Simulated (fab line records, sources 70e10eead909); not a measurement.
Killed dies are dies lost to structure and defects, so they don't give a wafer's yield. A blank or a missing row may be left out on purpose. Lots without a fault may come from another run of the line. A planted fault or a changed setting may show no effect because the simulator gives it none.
fab line records | flow nand_harc
record lots=6 wafers=18 last_day=33
route steps=1302 shown A_DECK1_JOINT@530 END@1302
lots that met no fault: from a run of the same line without faults
start_h: hours from the record's first day to the start of the lot's first wafer shown | wait_h: hours since the lot's step before | " the same as in the row above | L1.1+2: a row that stands for several wafers | - no value, or no start given | * or withheld: withheld | < > ~ a bound
route shown NAME@n: a module of which the file shows steps, and the number in the route of the first | usual: mean/standard deviation of fault-free wafers | same: alike in all rows | chamber/n: place in a boat | sites: the reading at each site | _std_site: their standard deviation | _edge_site: outer sites' mean less inner sites' | radius_mm: how far each site lies from the wafer's centre | mask NAME#n: copy n | behind: the tool/chamber that last shaped the wafer | hold: why the lot was held/for how many hours/how that ended | device: the transistor (n, p or np) that didn't switch | end of line: the same wafers' tests at the end of the route | a step without rows: its recipe alone | killed: dies lost to structure and defects at the first sort, not the wafer's yield | map: a wafer's dies, x killed, . not, _ none there
set.NAME: the setting as run; set.NAME@STEP: as run at that earlier step | model.NAME: the simulator's own value behind a step, which no gauge read
lots at some steps of the route; a table a step, a row a wafer
services: from which hour (start_h, from the record's first day; less than 0 if before it) a tool's chamber was out of use, for how many hours, and why
## steps
# step NHARC_A_DECK1_JOINT_ETCHBACK_00
# recipe target_depth_a=300 time_s=17.4 hbr_flow_sccm=150 rf_w=350 icp_w=350 bias_w=60 chemistry=HBr
# usual chamber_pressure_mTorr=14.999/0.014 drypump_motor_current_A=5.8/0.49 oes_product_au=1.001/0.0096 rf_fwd_power_W=343.4/2 throttle_valve_pct=23.265/0.0087
# same time_s=17.4
# columns lot.wafer tool chamber start_h wait_h chamber_pressure_mTorr drypump_motor_current_A oes_product_au rf_fwd_power_W rf_hours_counter_h throttle_valve_pct
L471.4 rie_si-05 3 279.12 0.1 15.034 5.9 0.988 344.2 0.9 23.263
L471.5 " 2 " " 15.011 6.2 0.992 341.5 - 23.266
L471.6 " 3 " " 14.967 5.9 0.987 344.9 - 23.267
L476.4 rie_si-03 2 331.21 0.1 15.010 5.0 0.994 343.3 0.6 23.269
L476.2 " 3 " " 14.997 5.6 1.004 347.8 0.6 23.276
L476.6 " 2 " " 14.997 5.0 1.003 340.6 - 23.255
L481.3 rie_si-03 3 393.22 0.1 15.008 5.7 1.017 347.3 1.0 23.254
L481.4 " 1 " " 15.007 5.7 0.993 343.4 1.0 23.267
L481.1 " 2 " " 15.026 5.0 1.000 341.5 1.0 23.284
L482.4 rie_si-03 2 397.31 0.1 15.010 5.0 1.001 340.3 1.0 23.253
L482.1 " 3 " " 14.998 5.7 1.006 344.8 1.1 23.264
L482.6 " 1 " " 14.969 5.7 0.991 342.9 - 23.266
L487.3 rie_si-01 3 453.47 0.1 14.989 6.6 0.990 345.5 0.6 23.283
L487.1 " 0 " " 14.984 5.8 0.998 341.5 0.6 23.268
L487.6 " 0 " " 14.986 5.8 0.986 341.8 - 23.261
L489.2 rie_si-03 1 458.73 0.1 15.022 5.7 1.002 342.0 0.2 23.254
L489.4 " 3 " " 14.997 5.7 1.005 344.4 0.4 23.256
L489.6 " 2 " " 15.009 5.0 1.008 342.5 - 23.269
# step NHARC_A_DECK1_JOINT_PRECLEAN_30
# recipe time_s=* temp_c=50 bath_age_min=0 chemistry=SC1
# step NHARC_A_DECK1_JOINT_SRD_31
# step NHARC_A_DECK1_JOINT_CVD_34
# recipe target_thk_a=200 temp_c=700 pressure_mtorr=300 material=SiNx
# step NHARC_A_DECK1_JOINT_DEP_06
# recipe target_thk_a=800 temp_c=65 material=SiOx
# step NHARC_A_DECK1_JOINT_CURE_26
# recipe temp_c=150 time_s=32 pressure_atm=0.395
# step NHARC_A_DECK1_JOINT_ANNEAL_27
# recipe temp_c=400 time_s=3600 idle_temp_c=300 ramp_up_c_per_min=10 densification_p_h2o_torr=640
# step NHARC_A_DECK1_JOINT_ANNEAL_28
# recipe temp_c=500 time_s=1800 idle_temp_c=400 ramp_up_c_per_min=10 densification_p_h2o_torr=640
# step NHARC_A_DECK1_JOINT_ANNEAL_29
# recipe temp_c=750 time_s=1800 idle_temp_c=500 ramp_up_c_per_min=10 ramp_down_c_per_min=3
# step NHARC_A_DECK1_JOINT_CMP_02
# recipe material=SiOx
# usual motor_current_A=11.6/0.92
# columns lot.wafer tool chamber start_h wait_h motor_current_A
L471.4 cmp-04 1 299.40 0.4 11.3
L471.5 " 0 " " 12.9
L471.6 " 1 " " 11.8
L476.4 cmp-01 2 353.11 0.4 10.2
L476.2 " 3 " " 12.3
L476.6 " 1 " " 11.3
L481.1 cmp-04 0 416.21 0.4 13.1
L481.4 " 2 " " 13.1
L481.3 " 3 " " 11.6
L482.1 cmp-04 3 418.78 0.4 10.3
L482.4 " 0 " " 13.1
L482.6 " 0 " " 12.9
L487.3 cmp-01 2 478.80 0.4 10.7
L487.1 " 1 " " 11.2
L487.6 " 3 " " 12.0
L489.4 cmp-04 3 482.12 0.4 11.2
L489.2 " 0 " " 12.7
L489.6 " 2 " " 13.3
# step NHARC_A_DECK1_JOINT_SRD_15
# step NHARC_A_DECK1_JOINT_DEP_16
# recipe target_thk_a=450 temp_c=400 pressure_torr=6.5 rf_w=900 teos_flow_sccm=161.4 flow_sccm=2650 target_thk_nm=45 gas=O2 material=SiO2
# usual chamber_pressure_Torr=6.500/0.015 heater_power_w=581/83 rf_fwd_power_W=896.3/2.8 showerhead_vpp_V=1920/100 susceptor_temp_C=400.03/0.25 throttle_valve_pct=15.8/0.74
# columns lot.wafer tool chamber start_h wait_h chamber_pressure_Torr heater_power_w rf_fwd_power_W showerhead_vpp_V susceptor_temp_C throttle_valve_pct
L471.4 pecvd-04 1 299.85 0.2 6.525 571 898.9 1829 399.68 15.9
L471.5 " 2 " " 6.483 559 893.1 2027 400.18 16.4
L471.6 " 0 " " 6.501 457 897.0 1840 400.00 16.2
L476.2 pecvd-02 1 353.50 0.1 6.511 573 896.6 2004 400.51 16.0
L476.6 " 0 " " 6.467 614 899.9 1998 399.71 16.0
L476.4 " 1 " " 6.513 586 898.5 1981 399.72 16.2
L481.1 pecvd-04 1 416.64 0.1 6.492 638 894.2 1824 399.92 16.1
L481.3 " 0 " " 6.508 263 1262.3 2165 399.70 16.6
L481.4 " 1 " " 6.487 633 895.4 1770 400.06 15.8
L482.1 pecvd-04 2 419.23 0.1 6.532 549 896.4 1991 399.99 17.0
L482.6 " 0 " " 6.516 337 1255.3 2189 399.93 16.8
L482.4 " 2 " " 6.525 552 897.1 1980 399.86 16.6
L487.3 pecvd-02 0 479.22 0.1 6.496 592 900.7 1976 400.29 15.3
L487.1 " 1 " " 6.483 544 892.6 1989 400.46 16.5
L487.6 " 0 " " 6.504 614 896.7 1940 399.78 15.0
L489.2 pecvd-01 0 482.46 0.1 6.526 707 894.3 1945 399.67 15.2
L489.4 " 0 " " 6.514 712 895.7 1990 399.98 15.0
L489.6 " 1 " " 6.493 388 899.3 1976 400.22 15.4
# step NHARC_A_DECK1_JOINT_THK_MEAS_17
# recipe thk_meas_gauge=ellipsometry
# usual thk_nm=44.9/1
# columns lot.wafer tool chamber start_h wait_h thk_nm
L471.4 film_metro-01 - 300.05 0.2 46.2
L471.5 " - " " 45.5
L471.6 " - " " 45.0
L476.2 film_metro-01 - 353.75 0.2 48.0
L476.4 " - " " 46.8
L476.6 " - " " 44.4
L481.1 film_metro-01 - 416.92 0.3 45.5
L481.3 " - " " 49.7
L481.4 " - " " 46.5
L482.1 film_metro-02 - 419.45 0.2 44.5
L482.4 " - " " 45.6
L482.6 " - " " 50.2
L487.1 film_metro-02 - 479.47 0.2 46.1
L487.3 " - " " 43.5
L487.6 " - " " 45.6
L489.2 film_metro-01 - 482.74 0.2 43.7
L489.4 " - " " 45.4
L489.6 " - " " 46.5
# step NHARC_A_DECK1_JOINT_INSPECT_05
# usual raw_defect_count=295/98
# columns lot.wafer tool chamber start_h wait_h raw_defect_count
L471.4 defect_inspect-02 - 300.08 0.0 386
L471.5 " - " " 347
L471.6 " - " " 376
L476.2 defect_inspect-01 - 353.78 0.0 256
L476.4 " - " " 246
L476.6 " - " " 426
L481.1 defect_inspect-01 - 416.96 0.0 220
L481.3 " - " " 266
L481.4 " - " " 292
L482.1 defect_inspect-01 - 419.49 0.0 490
L482.4 " - " " 591
L482.6 " - " " 340
L487.1 defect_inspect-02 - 479.50 0.0 571
L487.3 " - " " 496
L487.6 " - " " 379
L489.2 defect_inspect-02 - 482.77 0.0 193
L489.4 " - " " 178
L489.6 " - " " 198
# step NHARC_END_SORT_01
# recipe temp_c=25
# usual killed_at_array=49/19 killed_at_other=0.9/1.1 killed_at_periphery=4.0/2.7 killed_dies=54/19 killed_open=3.3/1.8 killed_short=2.6/1.6
# same gross_dies=677
# columns lot.wafer tool chamber start_h wait_h killed_at_array killed_at_other killed_at_periphery killed_dies killed_open killed_short
L481.4 prober-02 0 717.16 3.4 72 2 0 74 0 4
L482.1 prober-01 0 722.58 2.5 56 1 3 60 4 1
L482.4 prober-01 0 724.97 3.4 61 0 1 62 3 2
L482.6 prober-01 0 726.57 4.0 58 3 2 63 2 1
# killed by level:class
L481.4 A_SLIT:chamber_film_flake=31 A_CHANNEL_HOLE_D1:chamber_film_flake=19 A_CHANNEL_HOLE_D2:chamber_film_flake=16 A_ONON_D1:geometric_particle:short=2 THIN_TSV:chamber_film_flake=2 A_SOURCE_PLATE:geometric_particle:short=1 A_SGD_CUT:geometric_particle:short=1 A_STAIRCASE:chamber_film_flake=1
L482.1 A_CHANNEL_HOLE_D1:chamber_film_flake=24 A_SLIT:chamber_film_flake=22 P_CONTACT:geometric_particle:open=2 A_CHANNEL_FILL_D2:chamber_film_flake=2 A_CONTACT:chamber_film_flake=2 P_GATE:geometric_particle:open=1 A_CHANNEL_FILL_D1:geometric_particle:open=1 A_ONON_D2:geometric_particle:short=1
L482.4 A_SLIT:chamber_film_flake=26 A_CHANNEL_HOLE_D1:chamber_film_flake=24 A_CHANNEL_HOLE_D2:chamber_film_flake=2 A_STAIRCASE:chamber_film_flake=2 A_CONTACT:chamber_film_flake=2 P_STI:geometric_particle:open=1 A_ONON_D2:geometric_particle:short=1 A_CONTACT:geometric_particle:short=1
L482.6 A_CHANNEL_HOLE_D1:chamber_film_flake=28 A_SLIT:chamber_film_flake=17 A_CHANNEL_HOLE_D2:chamber_film_flake=6 THIN_TSV:chamber_film_flake=3 A_CONTACT:chamber_film_flake=2 A_M0:chamber_film_flake=2 P_CONTACT:geometric_particle:open=1 A_ONON_D1:geometric_particle:short=1
## services
# columns tool chamber start_h hours kind
rie_si-03 1 259.10 6.8 repair
rie_si-03 2 263.16 2.7 repair
pecvd-04 - 269.05 13.0 pm
pecvd-02 1 269.22 14.4 repair
rie_si-01 - 279.73 0.2 repair
cmp-04 - 281.22 16.5 repair
cmp-01 - 284.83 4.0 pm
pecvd-02 - 307.47 1.5 repair
cmp-04 - 308.84 4.0 pm
cmp-04 - 330.57 2.4 repair
rie_si-03 2 359.76 2.0 repair
cmp-04 - 376.12 0.9 repair
rie_si-03 0 377.12 11.2 repair
cmp-04 - 382.75 0.3 repair
cmp-01 - 382.83 4.0 pm
pecvd-04 0 395.88 3.6 repair
rie_si-03 - 398.00 9.0 pm
cmp-04 - 406.84 4.0 pm
pecvd-02 - 408.02 13.0 pm
rie_si-03 3 427.05 1.8 repair
pecvd-04 - 450.28 13.0 pm
rie_si-03 2 465.01 13.5 repair
cmp-01 - 473.36 0.5 repair
cmp-01 - 480.83 4.0 pm
## key
first_sign step=NHARC_A_DECK1_JOINT_DEP_16 reading=rf_fwd_power_W direction=up sigmas=99+ usual=* struck=*
effect step=NHARC_A_DECK1_JOINT_THK_MEAS_17 reading=thk_nm direction=up sigmas=4.8 usual=44.9 struck=49.9
met_at NHARC_A_DECK1_JOINT_DEP_16
struck_wafers L481.3,L482.6
tester_left_out L481,L482
onset_between 299.85 416.64
fault kind=process_parameter_drift tool=pecvd-04 chamber=0 onset_h=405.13 steps=NHARC_A_DECK1_JOINT_DEP_16 channel=rf_w offset=* shape=step end_h=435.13 acts_in=* stated=*
# tester_left_out: of these lots the tester's yield and bins aren't shown, on N5 and GAA mostly nor the transistor test; their killed dies are dies lost to structure and defects alone, not to doping, threshold or leakage, so they don't give the yield
